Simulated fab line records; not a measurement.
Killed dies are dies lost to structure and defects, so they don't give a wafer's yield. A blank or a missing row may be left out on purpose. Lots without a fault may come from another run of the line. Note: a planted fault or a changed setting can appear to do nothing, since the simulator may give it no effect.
fab line records ; flow n5_finfet
record: lots: 5; wafers: 12; last_day: 17
route steps=1938 shown TV_LITHO@1884 TV_OPEN@1887 PAD_METAL@1893 PASSIVATION@1897
lots that met no fault: from a run of the same line without faults
start_h: hours from the record's opening day to when the first of the lot's shown wafers began ; wait_h: time in hours since the lot's previous step ; " unchanged from the row above ; L1.1+2: a single row standing in for several wafers ; - no value, or no start given ; * or withheld: withheld ; < > ~ a bound
route shown NAME@n: NAME is a module with steps in the file, n the number in the route of the first one ; usual: the fault-free wafers' mean and standard deviation ; same: alike in all rows ; chamber/n: place in a boat ; sites: each site's reading ; _std_site: the standard deviation of these ; _edge_site: mean of outer sites minus mean of inner sites ; radius_mm: how far each site lies from the wafer's centre ; mask NAME#n: copy n ; behind: tool/chamber where the wafer was last shaped ; hold: the reason the lot was held/the length of the hold in hours/how it ended ; device: whichever transistor did not switch (one of n, p or np) ; end of line: the tests these same wafers got at the end of their route ; step lacking rows: just its recipe ; killed: at the first sort, the dies lost to defects and structure; wafer yield is something else ; map: a wafer's dies, marking killed ones x, the rest . and places with no die _
set.NAME: the setting that was run; set.NAME@STEP: the one run at that earlier step ; model.NAME: the simulator's own value behind a step, which no gauge read
lots at selected steps of the route; one table per step, one row per wafer
services: when a tool's chamber went out of use (start_h, in hours from the record's first day, below 0 if earlier), for how many hours, and the reason
== steps ==
step: N5_PASSIVATION_OVL_MEAS_60
recipe: points_per_wafer: 44
usual: TV_OVL: -2/5.2
lot.wafer;tool;chamber;start_h;wait_h;TV_OVL[nm]
L632.1;overlay-02;0;265.87;0.0;-4
L632.4;overlay-02;0;265.87;0.0;-11
L632.5;overlay-02;0;265.87;0.0;-6
L633.2;overlay-01;0;275.13;0.0;1
L633.5;overlay-01;0;275.13;0.0;-8
L634.1;overlay-01;0;292.71;0.0;7
L634.4;overlay-01;0;292.71;0.0;-6
L634.5;overlay-01;0;292.71;0.0;1
L638.1;overlay-01;0;304.06;0.0;-4
L638.6;overlay-01;0;304.06;0.0;1
L654.4;overlay-02;0;410.42;0.0;4
L654.6;overlay-02;0;410.42;0.0;7
step: N5_PASSIVATION_INSPECT_61
recipe: mode: adi; inspect_instrument: macro
usual: raw_defect_count: 2.1/1.5
lot.wafer;tool;chamber;start_h;wait_h;raw_defect_count
L632.1;defect_inspect-02;-;265.89;0.0;3
L632.4;defect_inspect-02;-;265.89;0.0;3
L632.5;defect_inspect-02;-;265.89;0.0;2
L633.2;defect_inspect-01;-;275.16;0.0;0
L633.5;defect_inspect-01;-;275.16;0.0;1
L634.1;defect_inspect-02;-;292.73;0.0;6
L634.4;defect_inspect-02;-;292.73;0.0;4
L634.5;defect_inspect-02;-;292.73;0.0;2
L638.1;defect_inspect-02;-;304.08;0.0;1
L638.6;defect_inspect-02;-;304.08;0.0;2
L654.4;defect_inspect-01;-;410.44;0.0;1
L654.6;defect_inspect-01;-;410.44;0.0;2
step: N5_PASSIVATION_DESCUM_12
recipe: chemistry: O2; time_s: 7.9; source_power_w: 50; bias_power_w: 20; pressure_mtorr: 20; rf_frequency_hz: 2.712e+07; temp_c: 40; o2_flow_sccm: 225
usual: drypump_motor_current_A: 5.9/0.53; oes_product_au: 0.78/0.081; rf_vpp_V: 243.0/1.4; showerhead_plenum_p_Torr: 2.09/0.065; throttle_valve_pct: 20.5/0.31
lot.wafer;tool;chamber;start_h;wait_h;drypump_motor_current_A;oes_product_au;rf_hours_counter_h;rf_vpp_V;showerhead_plenum_p_Torr;throttle_valve_pct
L632.1;rie_diel-04;3;266.05;0.2;5.4;0.93;13;244.6;2.12;19.8
L632.4;rie_diel-04;1;266.05;0.2;5.6;0.76;144;243.1;2.11;20.5
L632.5;rie_diel-04;1;266.05;0.2;5.6;0.75;-;243.5;2.11;20.5
L633.2;rie_diel-04;2;275.19;0.0;6.4;0.72;169;241.5;1.98;20.7
L633.5;rie_diel-04;2;275.19;0.0;6.5;0.72;-;241.7;1.98;20.7
L634.1;rie_diel-01;0;292.76;0.0;6.8;0.83;87;243.1;2.21;20.4
L634.4;rie_diel-01;0;292.76;0.0;6.7;0.83;-;244.1;2.21;20.4
L634.5;rie_diel-01;2;292.76;0.0;5.3;0.86;-;241.5;2.04;20.5
L638.1;rie_diel-04;3;304.21;0.1;5.4;0.91;24;242.1;2.12;19.9
L638.6;rie_diel-04;3;304.21;0.1;5.4;0.90;-;241.7;2.12;19.9
L654.4;rie_diel-04;0;410.47;0.0;6.5;0.87;45;243.1;2.12;20.3
L654.6;rie_diel-04;1;410.47;0.0;5.6;0.73;-;241.4;2.09;20.6
step: N5_PASSIVATION_PASS_ETCH_74
recipe: chemistry: CF4/O2; target: SiNx; target_depth_a: 2200; time_s: 110; ion_energy_ev: 100; pressure_mtorr: 40; source_w: 535; bias_w: 49; Ar_flow_sccm: 100; cf4_flow_sccm: 100; O2_flow_sccm: 10
step: N5_PASSIVATION_VIA_ETCH_13
recipe: chemistry: CHF3/O2; target: SiO2; target_depth_a: 6600; CHF3_flow_sccm: 50; O2_flow_sccm: 5; Ar_flow_sccm: 200; time_s: 330; mask_material: PR; pressure_mtorr: 30; source_w: 650; bias_w: 170; ion_energy_ev: 200; ends: cleared
step: N5_PASSIVATION_STRIP_14
recipe: chemistry: O2; power_w: 600; temp_c: 60; pressure_mtorr: 30; rf_frequency_hz: 6e+07; bias_power_w: 0; overash_fraction: 0.5; o2_flow_sccm: 225
step: N5_PASSIVATION_ETCH_15
recipe: chemistry: CF4/N2; target: SiCN; target_depth_a: 750; taper_deg: 2; time_s: 81.2; ion_energy_ev: 150; mask_material: SiNx; pressure_mtorr: 40; source_w: 430; bias_w: 70; Ar_flow_sccm: 100; cf4_flow_sccm: 60; n2_flow_sccm: 60
usual: drypump_motor_current_A: 5.9/0.52; mfc_ar_sccm: 100.0/0.31; oes_product_au: 0.78/0.083; rf_vpp_V: 382.3/1.7; showerhead_plenum_p_Torr: 2.21/0.061; throttle_valve_pct: 15.49/0.29
lot.wafer;tool;chamber;start_h;wait_h;drypump_motor_current_A;mfc_ar_sccm;oes_product_au;rf_hours_counter_h;rf_vpp_V;showerhead_plenum_p_Torr;throttle_valve_pct
L632.1;rie_diel-04;3;-;-;5.4;100.1;0.94;13;383.4;2.26;14.98
L632.4;rie_diel-04;1;-;-;5.6;99.8;0.75;144;381.4;2.21;15.46
L632.5;rie_diel-04;1;-;-;5.6;100.1;0.74;-;381.5;2.21;15.45
L633.2;rie_diel-04;2;-;-;6.5;100.0;0.71;169;380.3;2.13;15.86
L633.5;rie_diel-04;2;-;-;6.5;99.6;0.71;-;379.5;2.13;15.87
L634.1;rie_diel-01;0;-;-;6.8;100.0;0.82;88;384.3;2.31;15.36
L634.4;rie_diel-01;0;-;-;6.7;99.5;0.82;-;384.4;2.31;15.38
L634.5;rie_diel-01;2;-;-;5.3;100.0;0.86;-;382.6;2.15;15.34
L638.1;rie_diel-04;3;-;-;5.4;99.5;0.91;24;384.1;2.25;15.01
L638.6;rie_diel-04;3;-;-;5.4;100.2;0.93;-;383.5;2.25;14.98
L654.4;rie_diel-04;0;-;-;6.5;99.7;0.87;45;382.3;2.24;15.31
L654.6;rie_diel-04;1;-;-;5.6;100.6;0.71;-;382.6;2.20;15.56
step: N5_PASSIVATION_STRIP_73
recipe: chemistry: post_etch_residue_remover; time_s: 60; temp_c: 25; remover_ph: withheld; remover_water_wt_pct: withheld; remover_fluoride_wt_pct: withheld
step: N5_PASSIVATION_SRD_17
recipe: time_s: 30; temp_c: 23; rinse_liquid: diw; dry: n2_spin; spin_rpm: 1500; dry_time_s: 30
step: N5_PASSIVATION_DEGAS_18
recipe: ambient: vacuum; temp_c: 300; time_s: 60
step: N5_PASSIVATION_PRE_CLEAN_19
recipe: gas: H2/He; time_s: *; temp_c: *
usual: heater_power_w: 457/46
lot.wafer;tool;chamber;start_h;wait_h;heater_power_w
L632.1;pvd_sputter-02;-;266.75;0.0;425
L632.4;pvd_sputter-02;-;266.75;0.0;473
L632.5;pvd_sputter-02;-;266.75;0.0;457
L633.2;pvd_sputter-03;-;275.87;0.0;492
L633.5;pvd_sputter-03;-;275.87;0.0;468
L634.1;pvd_sputter-02;-;293.60;0.0;400
L634.4;pvd_sputter-02;-;293.60;0.0;433
L634.5;pvd_sputter-02;-;293.60;0.0;398
L638.1;pvd_sputter-02;-;304.83;0.0;405
L638.6;pvd_sputter-02;-;304.83;0.0;435
L654.4;pvd_sputter-03;-;411.52;0.0;483
L654.6;pvd_sputter-03;-;411.52;0.0;459
step: N5_PASSIVATION_SPUTTER_20
recipe: material: TaN; target_thk_a: 500; temp_c: 25; chamber_pressure_pa: 0.4
step: N5_PASSIVATION_AL_DEP_21
recipe: material: Al; target_thk_a: 28000; temp_c: 400; time_s: 170; power_w: 30000; chamber_pressure_pa: 0.4; gas: Ar
usual: throttle_valve_pct: 30.2/0.9
lot.wafer;tool;chamber;start_h;wait_h;throttle_valve_pct;model.Al_of_PASSIVATION_AL_DEP_21.thk_nm
L632.1;pvd_sputter-02;-;266.89;0.1;30.2;2768
L632.4;pvd_sputter-02;-;266.89;0.1;29.0;2720
L632.5;pvd_sputter-02;-;266.89;0.1;28.6;2739
L633.2;pvd_sputter-03;-;276.01;0.1;30.1;2821
L633.5;pvd_sputter-03;-;276.01;0.1;30.0;2839
L634.1;pvd_sputter-02;-;293.74;0.1;29.5;2785
L634.4;pvd_sputter-02;-;293.74;0.1;30.2;2795
L634.5;pvd_sputter-02;-;293.74;0.1;29.7;2783
L638.1;pvd_sputter-02;-;304.97;0.1;29.1;2796
L638.6;pvd_sputter-02;-;304.97;0.1;30.3;2819
L654.4;pvd_sputter-03;-;411.66;0.1;30.4;2844
L654.6;pvd_sputter-03;-;411.66;0.1;30.1;1920
step: N5_PASSIVATION_HMDS_23
recipe: time_s: 60; temp_c: 120
step: N5_PASSIVATION_COAT_24
recipe: spin_rpm: 3000; resist_thk_nm: withheld
step: N5_PASSIVATION_EBR_26
recipe: solvent: PGMEA; ebr_width_mm: 1.5
step: N5_PASSIVATION_SOFTBAKE_25
recipe: temp_c: 100; time_s: 90
step: N5_PASSIVATION_EXPOSE_27
recipe: mask_id: PAD; na: 0.55; source_shape: conventional; sigma_outer: 0.8; polarization: unpolarized; defocus_nm: 0; dose_mj: 32.3
step: N5_PASSIVATION_PEB_28
recipe: peb_temp_c: withheld; peb_time_s: *
step: N5_PASSIVATION_DEVELOP_29
recipe: develop_time_s: 60; rinse_liquid: diw; dry: air_spin; dev_temp_c: 21
step: N5_PASSIVATION_HARDBAKE_31
recipe: temp_c: 130; time_s: 120
step: N5_PASSIVATION_CD_MEAS_30
recipe: target_cd_nm: 4000; landing_energy_ev: 500; detector: se_inlens; polarity: opening
usual: cd_nm: 3999.7/1.7
lot.wafer;tool;chamber;start_h;wait_h;cd_nm
L632.1;cd_sem-02;0;267.36;-;3999.3
L632.4;cd_sem-02;0;267.36;-;3998.8
L632.5;cd_sem-02;0;267.36;-;3998.8
L633.2;cd_sem-03;0;276.72;-;3998.7
L633.5;cd_sem-03;0;276.72;-;4000.5
L634.1;cd_sem-03;0;294.34;-;4000.4
L634.4;cd_sem-03;0;294.34;-;4000.1
L634.5;cd_sem-03;0;294.34;-;4001.9
L638.1;cd_sem-01;0;305.44;-;3996.5
L638.6;cd_sem-01;0;305.44;-;3999.4
L654.4;cd_sem-02;0;412.26;-;4003.0
L654.6;cd_sem-02;0;412.26;-;3999.8
step: N5_PASSIVATION_OVL_MEAS_63
recipe: points_per_wafer: 44
usual: PAD_OVL: -3/5.9
lot.wafer;tool;chamber;start_h;wait_h;PAD_OVL[nm]
L632.1;overlay-02;0;267.39;0.0;8
L632.4;overlay-02;0;267.39;0.0;-4
L632.5;overlay-02;0;267.39;0.0;1
L633.2;overlay-01;0;276.74;0.0;-7
L633.5;overlay-01;0;276.74;0.0;0
L634.1;overlay-01;0;294.37;0.0;11
L634.4;overlay-01;0;294.37;0.0;-5
L634.5;overlay-01;0;294.37;0.0;3
L638.1;overlay-01;0;305.47;0.0;-1
L638.6;overlay-01;0;305.47;0.0;-7
L654.4;overlay-01;0;412.28;0.0;-1
L654.6;overlay-01;0;412.28;0.0;-6
step: N5_PASSIVATION_INSPECT_64
recipe: mode: adi; inspect_instrument: macro
usual: raw_defect_count: 2.0/1.4
lot.wafer;tool;chamber;start_h;wait_h;raw_defect_count
L632.1;defect_inspect-02;-;267.41;0.0;1
L632.4;defect_inspect-02;-;267.41;0.0;4
L632.5;defect_inspect-02;-;267.41;0.0;4
L633.2;defect_inspect-01;-;276.77;0.0;2
L633.5;defect_inspect-01;-;276.77;0.0;5
L634.1;defect_inspect-01;-;294.39;0.0;1
L634.4;defect_inspect-01;-;294.39;0.0;2
L634.5;defect_inspect-01;-;294.39;0.0;2
L638.1;defect_inspect-02;-;305.49;0.0;2
L638.6;defect_inspect-02;-;305.49;0.0;4
L654.4;defect_inspect-01;-;412.31;0.0;3
L654.6;defect_inspect-01;-;412.31;0.0;3
step: N5_PASSIVATION_DESCUM_32
recipe: chemistry: O2; time_s: 7.9; source_power_w: 50; bias_power_w: 20; pressure_mtorr: 20; rf_frequency_hz: 2.712e+07; temp_c: 40; o2_flow_sccm: 225
usual: drypump_motor_current_A: 5.7/0.42; oes_product_au: 0.81/0.053; rf_vpp_V: 243.5/1.4; showerhead_plenum_p_Torr: 2.12/0.07; throttle_valve_pct: 20.34/0.25
lot.wafer;tool;chamber;start_h;wait_h;drypump_motor_current_A;oes_product_au;rf_hours_counter_h;rf_vpp_V;showerhead_plenum_p_Torr;throttle_valve_pct
L632.1;rie_diel-06;3;267.45;0.0;5.8;0.82;104;244.6;2.18;20.11
L632.4;rie_diel-06;1;267.45;0.0;6.1;0.76;133;242.5;2.03;20.55
L632.5;rie_diel-06;0;267.45;0.0;6.2;0.81;-;244.6;2.22;20.17
L633.2;rie_diel-06;2;277.13;0.4;5.1;0.83;65;243.9;2.12;20.00
L633.5;rie_diel-06;0;277.13;0.4;6.2;0.81;-;245.5;2.22;20.17
L634.1;rie_diel-02;0;294.42;0.0;6.4;0.87;70;240.9;2.02;20.62
L634.4;rie_diel-02;1;294.42;0.0;5.7;0.91;26;243.3;2.12;19.95
L634.5;rie_diel-02;3;294.42;0.0;4.9;0.77;-;243.9;2.11;20.20
L638.1;rie_diel-06;0;305.53;0.0;6.2;0.79;101;243.6;2.22;20.19
L638.6;rie_diel-06;2;305.53;0.0;5.1;0.82;-;242.5;2.12;20.01
L654.4;rie_diel-02;2;412.34;0.0;5.6;0.86;50;242.8;2.04;20.29
L654.6;rie_diel-02;3;412.34;0.0;4.9;0.74;-;241.0;2.10;20.24
step: N5_PASSIVATION_AL_ETCH_33
recipe: chemistry: Cl2/BCl3; target_depth_a: 28000; over_etch_frac: 0.15; Cl2_flow_sccm: 180; bcl3_flow_sccm: 60; target: Al; stop_on: TaN; time_s: 466.7; ion_energy_ev: 100; pressure_mtorr: 10; icp_w: 900; bias_w: 100
step: N5_PASSIVATION_ETCH_59
recipe: chemistry: Cl2/BCl3; target: TaN; target_depth_a: 650; time_s: 34.9; ion_energy_ev: 100; pressure_mtorr: 10; icp_w: 900; bias_w: 100; Cl2_flow_sccm: 60; bcl3_flow_sccm: 30
step: N5_PASSIVATION_STRIP_34
recipe: chemistry: O2; power_w: 600; temp_c: 60; pressure_mtorr: 30; rf_frequency_hz: 6e+07; bias_power_w: 0; overash_fraction: 2; o2_flow_sccm: 225
usual: drypump_motor_current_A: 5.7/0.41; oes_product_au: 0.81/0.054; rf_vpp_V: 3.7/1.6; showerhead_plenum_p_Torr: 2.12/0.069; throttle_valve_pct: 16.57/0.25
lot.wafer;tool;chamber;start_h;wait_h;drypump_motor_current_A;oes_product_au;rf_hours_counter_h;rf_vpp_V;showerhead_plenum_p_Torr;throttle_valve_pct
L632.1;rie_diel-02;3;268.05;0.1;4.9;0.76;122;2.8;2.12;16.41
L632.4;rie_diel-02;1;268.05;0.1;5.7;0.93;17;6.7;2.13;16.18
L632.5;rie_diel-02;2;268.05;0.1;5.6;0.98;-;2.5;2.06;16.36
L633.2;rie_diel-06;1;277.77;0.1;6.1;0.72;137;3.6;2.03;16.78
L633.5;rie_diel-06;0;277.77;0.1;6.1;0.80;-;4.4;2.22;16.33
L634.1;rie_diel-02;0;295.03;0.1;6.4;0.85;71;1.4;2.03;16.77
L634.4;rie_diel-02;2;295.03;0.1;5.5;0.94;17;4.6;2.06;16.43
L634.5;rie_diel-02;1;295.03;0.1;5.7;0.88;-;3.6;2.12;16.22
L638.1;rie_diel-02;2;306.13;0.1;5.6;0.93;21;2.6;2.06;16.36
L638.6;rie_diel-02;2;306.13;0.1;5.6;0.92;-;1.2;2.06;16.39
L654.4;rie_diel-02;2;413.44;0.1;5.5;0.85;51;8.7;2.05;16.50
L654.6;rie_diel-02;1;413.44;0.1;5.7;0.85;-;7.1;2.11;16.29
step: N5_PASSIVATION_STRIP_51
recipe: chemistry: post_etch_residue_remover; time_s: 1200; temp_c: 72.5
step: N5_PASSIVATION_CLEAN_69
recipe: chemistry: IPA; time_s: 180; temp_c: 25
step: N5_PASSIVATION_SRD_70
recipe: dry: ipa_marangoni; time_s: 30; temp_c: 23; rinse_liquid: diw
step: N5_PASSIVATION_PECVD_53
recipe: material: SiO2; target_thk_a: 8000; temp_c: 400; precursor: TEOS/O2; pressure_torr: 6.5; rf_w: withheld; teos_flow_sccm: withheld; gas: O2; flow_sccm: 2650; time_s: 169.4
step: N5_PASSIVATION_PECVD_35
recipe: material: SiNx; target_thk_a: 7000; temp_c: 400; precursor: SiH4/NH3/N2; pressure_torr: 4.9; rf_w: 1406; time_s: 151.3
step: N5_PASSIVATION_HMDS_37
recipe: time_s: 60; temp_c: 120
step: N5_PASSIVATION_COAT_38
recipe: spin_rpm: 3000; resist_thk_nm: withheld
step: N5_PASSIVATION_EBR_40
recipe: solvent: PGMEA; ebr_width_mm: 1.5
step: N5_PASSIVATION_SOFTBAKE_39
recipe: temp_c: 110; time_s: 120
step: N5_PASSIVATION_EXPOSE_41
recipe: mask_id: PASS_OPEN; na: 0.55; defocus_nm: 0; source_shape: conventional; sigma_outer: 0.8; polarization: unpolarized; target_cd_nm: 40000; dose_mj: 57.25
step: N5_PASSIVATION_PEB_42
recipe: peb_temp_c: withheld; peb_time_s: *
step: N5_PASSIVATION_DEVELOP_43
recipe: develop_time_s: 60; rinse_liquid: diw; dry: air_spin; dev_temp_c: 21
step: N5_PASSIVATION_HARDBAKE_45
recipe: temp_c: 130; time_s: 120
step: N5_PASSIVATION_CD_MEAS_44
recipe: target_cd_nm: 40000; landing_energy_ev: 500; detector: se_inlens
usual: cd_nm: 40001/3
lot.wafer;tool;chamber;start_h;wait_h;cd_nm
L632.1;cd_sem-03;0;269.20;-;39999
L632.4;cd_sem-03;0;269.20;-;39997
L632.5;cd_sem-03;0;269.20;-;39998
L633.2;cd_sem-01;0;278.97;-;40001
L633.5;cd_sem-01;0;278.97;-;40003
L634.1;cd_sem-01;0;296.20;-;40000
L634.4;cd_sem-01;0;296.20;-;39998
L634.5;cd_sem-01;0;296.20;-;40000
L638.1;cd_sem-01;0;307.18;-;40000
L638.6;cd_sem-01;0;307.18;-;39996
L654.4;cd_sem-01;0;414.49;-;40003
L654.6;cd_sem-01;0;414.49;-;40000
step: N5_PASSIVATION_STRIP_52
recipe: chemistry: post_etch_residue_remover; time_s: 1200; temp_c: 72.5
lot.wafer;tool;chamber;start_h;wait_h;model.Al_of_PASSIVATION_AL_DEP_21.thk_nm
L632.1;wet_bench-03;3;270.12;-;2753
L632.4;wet_bench-03;1;270.12;-;2705
L632.5;wet_bench-03;7;270.12;-;2724
L633.2;wet_bench-06;7;279.68;-;2806
L633.5;wet_bench-06;5;279.68;-;2824
L634.1;wet_bench-06;2;297.03;-;2770
L634.4;wet_bench-06;0;297.03;-;2779
L634.5;wet_bench-06;4;297.03;-;2767
L638.1;wet_bench-01;2;308.22;-;2781
L638.6;wet_bench-01;6;308.22;-;2803
L654.4;wet_bench-03;2;415.19;-;2829
L654.6;wet_bench-03;0;415.19;-;1904
== services ==
tool;chamber;start_h;hours;kind
rie_diel-01;1;286.80;6.7;repair
pvd_sputter-02;-;306.05;1.9;repair
rie_diel-06;-;307.32;2.8;pm
rie_diel-02;-;329.88;24.2;repair
wet_bench-01;-;346.44;1.3;repair
pvd_sputter-03;-;352.94;1.0;repair
rie_diel-01;3;375.65;2.5;repair
rie_diel-06;2;386.98;7.8;repair
== key ==
first_sign none at tools or gauges
model_effect: step: N5_PASSIVATION_AL_DEP_21; value: Al_of_PASSIVATION_AL_DEP_21.thk_nm; without: 2830; struck: 1920
model_effect: step: N5_PASSIVATION_STRIP_52; value: Al_of_PASSIVATION_AL_DEP_21.thk_nm; without: 2814; struck: 1904
met_at N5_PASSIVATION_AL_DEP_21
struck_wafers L654.6
onset_between 276.01 411.66
fault: kind: process_parameter_drift; tool: pvd_sputter-03; chamber: -; onset_h: 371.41; steps: N5_PASSIVATION_AL_DEP_21; channel: time_s; offset: *; shape: step; end_h: 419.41; scope: struck_wafers_only; acts_in: *; stated: *
